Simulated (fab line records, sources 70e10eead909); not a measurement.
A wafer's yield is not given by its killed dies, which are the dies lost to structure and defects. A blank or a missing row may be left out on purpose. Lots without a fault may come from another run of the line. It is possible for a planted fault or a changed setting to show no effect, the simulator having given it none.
Chamber matching + flow nand-harc + NHARC_A_CHANNEL_HOLE_D2_DESCUM_15 on rie-diel-08 has 4 sister chambers
The step chemistry O2, time 3 s. 16 wafers are shown with their chamber, then 8 later ones without.

WAFERS PAIRED WITH THEIR CHAMBERS
| wafer  | chamber | oes-product-au (a.u.) | rf-vpp-V (V) | throttle-valve-pct (%) |
|--------|---------|-----------------------|--------------|------------------------|
| L075.1 | 3       | 1.010                 | 58.2         | 11.331                 |
| L075.4 | 0       | 0.994                 | 58.2         | 11.331                 |
| L075.6 | 2       | 1.005                 | 57.8         | 11.327                 |
| L079.2 | 1       | 0.989                 | 57.6         | 11.310                 |
| L079.3 | 0       | 0.993                 | 58.2         | 11.319                 |
| L079.6 | 0       | 0.991                 | 56.9         | 11.315                 |
| L081.1 | 3       | 1.026                 | 58.8         | 11.326                 |
| L081.3 | 2       | 1.003                 | 58.3         | 11.300                 |
| L081.5 | 3       | 1.023                 | 56.1         | 11.306                 |
| L085.1 | 3       | 1.005                 | 57.2         | 11.313                 |
| L085.2 | 2       | 0.996                 | 59.0         | 11.308                 |
| L085.3 | 0       | 0.990                 | 57.5         | 11.308                 |
| L086.1 | 3       | 1.013                 | 57.1         | 11.311                 |
| L086.2 | 2       | 1.003                 | 57.4         | 11.315                 |
| L086.5 | 3       | 1.023                 | 57.8         | 11.298                 |
| L089.1 | 0       | 0.990                 | 56.1         | 11.324                 |

SIGNATURES (averages over the wafers above)
| reading            | chamber 0 | chamber 1 | chamber 2 | chamber 3 | scatter within a chamber |
|--------------------|-----------|-----------|-----------|-----------|--------------------------|
| oes-product-au     | 0.99160   | 0.98900   | 1.00175   | 1.01667   | 0.00593                  |
| rf-vpp-V           | 57.380    | 57.600    | 58.125    | 57.533    | 0.872                    |
| throttle-valve-pct | 11.31940  | 11.31000  | 11.31250  | 11.31417  | 0.011                    |
Rule: a wafer lies at a distance from a chamber equal to the root of the sum of squares, over the readings, of (its reading less the chamber's mean, divided by the reading's scatter). The wafer belongs to the nearest chamber; if the next one is less than 2 further off, it can't be placed. How the scatter is found: for the shown wafers, subtract from each reading the mean of its chamber, square and add these, divide the total by (wafers less chambers), then take the root.

WAFERS WHOSE CHAMBER IS MISSING
| wafer  | oes-product-au (a.u.) | rf-vpp-V (V) | throttle-valve-pct (%) |
|--------|-----------------------|--------------|------------------------|
| L089.2 | 1.011                 | 57.3         | 11.329                 |
| L089.4 | 1.017                 | 57.9         | 11.315                 |
| L092.1 | 0.989                 | 56.9         | 11.303                 |
| L092.3 | 1.017                 | 57.4         | 11.314                 |
| L092.4 | 0.993                 | 57.3         | 11.286                 |
| L097.3 | 0.994                 | 58.8         | 11.314                 |
| L097.5 | 1.003                 | 58.1         | 11.314                 |
| L097.6 | 1.021                 | 58.3         | 11.304                 |

CHAMBER TAKEN BY EACH
| wafer  | from the rows above          | in truth |
|--------|------------------------------|----------|
| L089.2 | can't be placed: 3 or 2 or 0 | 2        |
| L089.4 | 3                            | 3        |
| L092.1 | can't be placed: 1 or 0 or 2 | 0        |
| L092.3 | 3                            | 3        |
| L092.4 | can't be placed: 1 or 2 or 0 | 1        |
| L097.3 | can't be placed: 2 or 1 or 0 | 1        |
| L097.5 | can't be placed: 2 or 0      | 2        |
| L097.6 | can't be placed: 3 or 2      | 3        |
2 of 8 placed correctly. These rows do not allow placing 6 (true chamber among the candidates in 6). Number placed wrongly: 0.
